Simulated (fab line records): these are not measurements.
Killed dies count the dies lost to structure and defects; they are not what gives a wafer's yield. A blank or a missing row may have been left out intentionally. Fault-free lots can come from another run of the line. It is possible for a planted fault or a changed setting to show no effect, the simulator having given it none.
Matching of chambers | flow n5-finfet | rie-diel-01 running N5_PMOS_HMC_CHANNEL_EPI_STRIP_33: 4 sister chambers
The step strips in N2/H2. 18 wafers are shown with their chamber, then 9 later ones without.

== WAFERS, EACH WITH ITS CHAMBER ==
wafer  | chamber | showerhead-plenum-p-Torr (Torr) | throttle-valve-pct (%) | drypump-motor-current-A (A)
L075.3 | 1       | 3.36                            | 18.5                   | 5.8
L075.4 | 2       | 3.21                            | 18.9                   | 6.1
L075.6 | 0       | 3.52                            | 19.2                   | 5.2
L078.2 | 1       | 3.36                            | 18.5                   | 5.9
L078.4 | 0       | 3.51                            | 19.2                   | 5.2
L078.5 | 2       | 3.21                            | 18.8                   | 6.1
L082.1 | 0       | 3.51                            | 19.2                   | 5.3
L082.4 | 2       | 3.20                            | 18.8                   | 6.1
L082.5 | 0       | 3.51                            | 19.2                   | 5.2
L086.1 | 2       | 3.20                            | 18.9                   | 6.1
L086.2 | 1       | 3.35                            | 18.5                   | 5.9
L086.4 | 0       | 3.50                            | 19.2                   | 5.3
L087.1 | 3       | 3.29                            | 18.5                   | 6.2
L087.2 | 2       | 3.20                            | 18.9                   | 6.2
L087.6 | 0       | 3.50                            | 19.2                   | 5.2
L089.3 | 0       | 3.50                            | 19.2                   | 5.2
L089.4 | 3       | 3.29                            | 18.5                   | 6.3
L089.5 | 0       | 3.50                            | 19.2                   | 5.2

SIGNATURES (averages over the wafers above)
reading                  | chamber 0 | chamber 1 | chamber 2 | chamber 3 | scatter within a chamber
showerhead-plenum-p-Torr | 3.5063    | 3.3567    | 3.2040    | 3.2900    | 0.0064
throttle-valve-pct       | 19.200    | 18.500    | 18.860    | 18.500    | 0.0293
drypump-motor-current-A  | 5.225     | 5.867     | 6.120     | 6.250     | 0.0498
Rule: a wafer lies at a distance from a chamber equal to the root of the sum of squares, over the readings, of (its reading less the chamber's mean, divided by the reading's scatter). If the next closest chamber is less than 2 further off than the closest, the wafer can't be placed; otherwise it belongs to the closest. The scatter: take each reading less its chamber's mean, square it, sum over the shown wafers, divide by the number of wafers less the number of chambers, and take the root.

== WAFERS MISSING THEIR CHAMBER ==
wafer  | showerhead-plenum-p-Torr (Torr) | throttle-valve-pct (%) | drypump-motor-current-A (A)
L094.4 | 3.19                            | 18.9                   | 6.1
L094.5 | 3.34                            | 18.5                   | 5.9
L094.6 | 3.50                            | 19.2                   | 5.2
L095.2 | 3.34                            | 18.5                   | 5.9
L095.4 | 3.19                            | 18.9                   | 6.1
L095.5 | 3.34                            | 18.5                   | 5.9
L097.4 | 3.28                            | 18.6                   | 6.2
L097.5 | 3.34                            | 18.6                   | 5.9
L097.6 | 3.49                            | 19.2                   | 5.2

== THE CHAMBER EACH PASSED THROUGH ==
wafer  | from the rows above | in truth
L094.4 | 2                   | 2
L094.5 | 1                   | 1
L094.6 | 0                   | 0
L095.2 | 1                   | 1
L095.4 | 2                   | 2
L095.5 | 1                   | 1
L097.4 | 3                   | 3
L097.5 | 1                   | 1
L097.6 | 0                   | 0
Placed correctly: 9 of 9. Number that these rows cannot place: 0. Wrongly placed: 0.
